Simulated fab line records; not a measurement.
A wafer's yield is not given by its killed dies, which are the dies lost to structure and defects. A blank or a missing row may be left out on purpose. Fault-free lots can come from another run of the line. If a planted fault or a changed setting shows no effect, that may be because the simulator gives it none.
Split-lot trial / flow n5_finfet / route with 1938 steps; 7 lots, 21 wafers read

== SPLIT DETAILS ==
At N5_BEOL_M13_SPUTTER_44 (material Ta, target thk 10 nm, time 16.13 s), the setting time_s was moved away from the recipe's 16.13 s on 4 of the 21 wafers read, by -14.5% to -5.1%. The other wafers ran this setting at the recipe's value.

The reading is taken at the split's own step.

== THE READING ==
Ta_of_BEOL_M13_SPUTTER_44.thk_nm (the simulator's own value, which no gauge read), in nm, at N5_BEOL_M13_SPUTTER_44 (material Ta, target thk 10 nm, time 16.13 s). No usual value for it is given in the file. Across the 17 wafers here that went through the recipe, the average is 10.0 nm and the standard deviation 0.076 nm.

wafer=L076.3; tool, chamber at the split=pvd_sputter-02, -; time_s as run, s=16.13; against the recipe=recipe; Ta_of_BEOL_M13_SPUTTER_44.thk_nm, nm=10; against lot-mates on the recipe=-
wafer=L076.4; tool, chamber at the split=pvd_sputter-02, -; time_s as run, s=16.13; against the recipe=recipe; Ta_of_BEOL_M13_SPUTTER_44.thk_nm, nm=10; against lot-mates on the recipe=-
wafer=L076.6; tool, chamber at the split=pvd_sputter-02, -; time_s as run, s=16.13; against the recipe=recipe; Ta_of_BEOL_M13_SPUTTER_44.thk_nm, nm=10; against lot-mates on the recipe=-
wafer=L078.2; tool, chamber at the split=pvd_sputter-02, -; time_s as run, s=16.13; against the recipe=recipe; Ta_of_BEOL_M13_SPUTTER_44.thk_nm, nm=10; against lot-mates on the recipe=-
wafer=L078.3; tool, chamber at the split=pvd_sputter-02, -; time_s as run, s=16.13; against the recipe=recipe; Ta_of_BEOL_M13_SPUTTER_44.thk_nm, nm=10; against lot-mates on the recipe=-
wafer=L078.5; tool, chamber at the split=pvd_sputter-02, -; time_s as run, s=15.3; against the recipe=-5.1%; Ta_of_BEOL_M13_SPUTTER_44.thk_nm, nm=9.6; against lot-mates on the recipe=-0.4
wafer=L082.1; tool, chamber at the split=pvd_sputter-01, -; time_s as run, s=16.13; against the recipe=recipe; Ta_of_BEOL_M13_SPUTTER_44.thk_nm, nm=10; against lot-mates on the recipe=-
wafer=L082.5; tool, chamber at the split=pvd_sputter-01, -; time_s as run, s=16.13; against the recipe=recipe; Ta_of_BEOL_M13_SPUTTER_44.thk_nm, nm=10; against lot-mates on the recipe=-
wafer=L082.4; tool, chamber at the split=pvd_sputter-01, -; time_s as run, s=16.13; against the recipe=recipe; Ta_of_BEOL_M13_SPUTTER_44.thk_nm, nm=9.8; against lot-mates on the recipe=-
wafer=L081.1; tool, chamber at the split=pvd_sputter-02, -; time_s as run, s=16.13; against the recipe=recipe; Ta_of_BEOL_M13_SPUTTER_44.thk_nm, nm=10; against lot-mates on the recipe=-
wafer=L081.5; tool, chamber at the split=pvd_sputter-02, -; time_s as run, s=16.13; against the recipe=recipe; Ta_of_BEOL_M13_SPUTTER_44.thk_nm, nm=10; against lot-mates on the recipe=-
wafer=L081.6; tool, chamber at the split=pvd_sputter-02, -; time_s as run, s=16.13; against the recipe=recipe; Ta_of_BEOL_M13_SPUTTER_44.thk_nm, nm=10; against lot-mates on the recipe=-
wafer=L083.1; tool, chamber at the split=pvd_sputter-02, -; time_s as run, s=16.13; against the recipe=recipe; Ta_of_BEOL_M13_SPUTTER_44.thk_nm, nm=10; against lot-mates on the recipe=-
wafer=L083.6; tool, chamber at the split=pvd_sputter-02, -; time_s as run, s=16.13; against the recipe=recipe; Ta_of_BEOL_M13_SPUTTER_44.thk_nm, nm=10; against lot-mates on the recipe=-
wafer=L083.4; tool, chamber at the split=pvd_sputter-02, -; time_s as run, s=14.55; against the recipe=-9.8%; Ta_of_BEOL_M13_SPUTTER_44.thk_nm, nm=8.8; against lot-mates on the recipe=-1.2
wafer=L088.1; tool, chamber at the split=pvd_sputter-01, -; time_s as run, s=16.13; against the recipe=recipe; Ta_of_BEOL_M13_SPUTTER_44.thk_nm, nm=9.8; against lot-mates on the recipe=-
wafer=L088.6; tool, chamber at the split=pvd_sputter-01, -; time_s as run, s=16.13; against the recipe=recipe; Ta_of_BEOL_M13_SPUTTER_44.thk_nm, nm=9.8; against lot-mates on the recipe=-
wafer=L088.2; tool, chamber at the split=pvd_sputter-01, -; time_s as run, s=16.13; against the recipe=recipe; Ta_of_BEOL_M13_SPUTTER_44.thk_nm, nm=10; against lot-mates on the recipe=-
wafer=L093.1; tool, chamber at the split=pvd_sputter-02, -; time_s as run, s=13.79; against the recipe=-14.5%; Ta_of_BEOL_M13_SPUTTER_44.thk_nm, nm=8.6; against lot-mates on the recipe=-1.4
wafer=L093.4; tool, chamber at the split=pvd_sputter-02, -; time_s as run, s=16.13; against the recipe=recipe; Ta_of_BEOL_M13_SPUTTER_44.thk_nm, nm=10; against lot-mates on the recipe=-
wafer=L093.5; tool, chamber at the split=pvd_sputter-02, -; time_s as run, s=13.79; against the recipe=-14.5%; Ta_of_BEOL_M13_SPUTTER_44.thk_nm, nm=8.4; against lot-mates on the recipe=-1.6

FIT RESULTS
A straight line over all 21 wafers: Ta_of_BEOL_M13_SPUTTER_44.thk_nm changes by +0.103 nm for each +1% of time_s; r = +0.98; the points scatter about the line by 0.095 nm.
The same after taking each lot's own level away (the mean of its wafers on the recipe; 21 wafers): +0.106 nm for each +1%; r = +0.99; scatter 0.081 nm.
Per that fit: largest time_s move, reading shift of 1.5 nm.
The span of the lots' own levels, 9.87 to 10.00 nm, comes to 1.7 times the standard deviation stated above.
Hence the lot-to-lot level has little effect on the slope; both slopes agree.
Check: for one of the wafers moved furthest among these (-14.5%), held out of the fit, the line's prediction against its lot-mates is -1.61 nm. Against them it came out at -1.4 nm.

== ADDITIONAL SPLITS CARRIED BY THESE WAFERS ==
Other splits were also applied to these wafers ahead of the reading. Each is held against what the fit with the lots' levels taken away leaves over:
other split on the same wafers=N5_BEOL_M11_TRENCH_ETCH_37 source_w; wafers away from the commonest value=5; r with Ta_of_BEOL_M13_SPUTTER_44.thk_nm (lot level and that fit taken away)=+0.01
other split on the same wafers=N5_BEOL_M13_ETCH_68 time_s; wafers away from the commonest value=5; r with Ta_of_BEOL_M13_SPUTTER_44.thk_nm (lot level and that fit taken away)=-0.04

== FILE'S OWN FIT ==
Ta_of_BEOL_M13_SPUTTER_44.thk_nm changes by +0.107 nm for each +1% of time_s, r = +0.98.
